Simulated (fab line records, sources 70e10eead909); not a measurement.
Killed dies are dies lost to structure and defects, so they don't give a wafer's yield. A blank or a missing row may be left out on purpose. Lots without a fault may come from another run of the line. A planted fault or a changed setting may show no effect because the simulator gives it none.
A struck lot beside a sound one | flow nand_harc | 21 steps out of a route of 1302
Sound: wafers L706.2, L706.3, L706.6. Struck: wafers L695.1, L695.4, L695.6. The cause comes at the end.
At each step with rows: each side's tool, then ch and its chambers, then its first start. Under that, the readings that differ: sound wafers | struck wafers | difference of the means | sigmas: that difference in standard deviations of wafers without a fault.
alike: readings whose means differ by less than 2 such deviations, and words and numbers that are the same on both sides. not compared: withheld readings, readings that some wafer has no value for, bounds like >300 that may hide the same value, and numbers for which the record gives no deviation and whose values overlap.
The two part at a step that has a row with sigmas, a row that says differs or no value, or rows on one side only. Numbers that don't overlap but have no deviation are shown without sigmas and don't part them. A reading that every wafer of one side lacks parts them only if that side has two wafers or more.

NHARC_A_ONON_D1_THK_MEAS_34: measures by ellipsometry.
  sound on film_metro-01, day 15 09:46; struck on film_metro-02, day 10 08:53
  alike: thk_nm
NHARC_A_ONON_D1_INSPECT_32:
  sound on defect_inspect-02, day 15 09:49; struck on defect_inspect-02, day 10 08:59
  alike: raw_defect_count
NHARC_A_CHANNEL_HOLE_D1_DEP_00: deposits aC, target thk 3100 nm.
  sound on acl_dep-03 ch 0, day 15 10:13; struck on acl_dep-03 ch 0, day 10 09:03
  alike: throttle_valve_pct
NHARC_A_CHANNEL_HOLE_D1_DEP_01: deposits SiON, target thk 140 nm.
  sound on pecvd-03 ch 0,2, day 15 11:52; struck on pecvd-01 ch 0,2, day 10 10:58
  alike: heater_power_w
then, 7 steps without rows for these wafers: NHARC_A_CHANNEL_HOLE_D1_DEHYDRATE_02 (time 120 s); NHARC_A_CHANNEL_HOLE_D1_HMDS_03 (time 30 s); NHARC_A_CHANNEL_HOLE_D1_COAT_36 (time 75 s); NHARC_A_CHANNEL_HOLE_D1_COAT_37 (time 65 s); NHARC_A_CHANNEL_HOLE_D1_COAT_04 (resist thk 90 nm); NHARC_A_CHANNEL_HOLE_D1_SOFTBAKE_05 (time 55 s); NHARC_A_CHANNEL_HOLE_D1_EBR_06.
NHARC_A_CHANNEL_HOLE_D1_EXPOSE_07: exposes mask HOLE D1, target cd 100 nm.
  sound on arfi_scanner-01 ch 0, day 15 12:26; struck on arfi_scanner-02 ch 0, day 10 11:41
  alike: mask, stage_vel_mm_s
then, 2 steps without rows for these wafers: NHARC_A_CHANNEL_HOLE_D1_PEB_08 (peb time 65 s); NHARC_A_CHANNEL_HOLE_D1_DEVELOP_09 (develop time 35 s).
NHARC_A_CHANNEL_HOLE_D1_CD_MEAS_10: target cd 100 nm.
  sound on cd_sem-01 ch 0, day 15 12:34; struck on cd_sem-03 ch 0, day 10 11:50
  reading    | sound           | struck           | difference | sigmas
  cd_nm (nm) | 99.7 100.1 99.5 | 99.8 101.6 101.0 | +1.0       | +3
NHARC_A_CHANNEL_HOLE_D1_OVL_MEAS_11:
  sound on overlay-02, day 15 12:39; struck on overlay-01, day 10 11:55
  alike: overlay_x_nm, overlay_y_nm
NHARC_A_CHANNEL_HOLE_D1_INSPECT_12:
  sound on defect_inspect-01, day 15 12:41; struck on defect_inspect-01, day 10 11:57
  alike: raw_defect_count
NHARC_A_CHANNEL_HOLE_D1_DESCUM_15: chemistry O2, time 3 s.
  sound on rie_diel-01 ch 2,3, day 15 12:45; struck on rie_diel-01 ch 0,1,3, day 10 12:01
  alike: drypump_motor_current_A, oes_product_au, rf_vpp_V, showerhead_plenum_p_Torr, throttle_valve_pct
  not compared: rf_hours_counter_h, model.A_CHANNEL_HOLE_D1.cd_nm
NHARC_A_CHANNEL_HOLE_D1_ETCH_38: etches the open film in CF4, target depth 39 nm, time 65 s.
  sound on rie_diel-01 ch 1,2, day 15 13:50; struck on rie_diel-01 ch 0,2,3, day 10 12:06
  alike: drypump_motor_current_A, oes_product_au, rf_vpp_V, showerhead_plenum_p_Torr, throttle_valve_pct
  not compared: rf_hours_counter_h, model.A_CHANNEL_HOLE_D1.cd_nm
NHARC_A_CHANNEL_HOLE_D1_ETCH_39: etches the open film in N2/H2, target depth 260 nm, time 325 s.
  sound on rie_diel-01 ch 0,1,2; struck on rie_diel-01 ch 0,2,3
  alike: drypump_motor_current_A, oes_product_au, rf_vpp_V, showerhead_plenum_p_Torr, throttle_valve_pct
  not compared: rf_hours_counter_h
-- the record jumps here: 15 days lie between the struck wafers' starts before and after (it left off in module A_CHANNEL_HOLE_D1 and takes up again in module END, whose first step shown is number 1302 of the route) --
NHARC_END_SORT_01:
  the record has rows for the struck wafers here (prober-02 ch 0, day 25 22:38) and none for the sound ones

WHERE THEY PART
First at NHARC_A_CHANNEL_HOLE_D1_CD_MEAS_10; last, within this record, at NHARC_END_SORT_01.

WHY: what the simulator had put in
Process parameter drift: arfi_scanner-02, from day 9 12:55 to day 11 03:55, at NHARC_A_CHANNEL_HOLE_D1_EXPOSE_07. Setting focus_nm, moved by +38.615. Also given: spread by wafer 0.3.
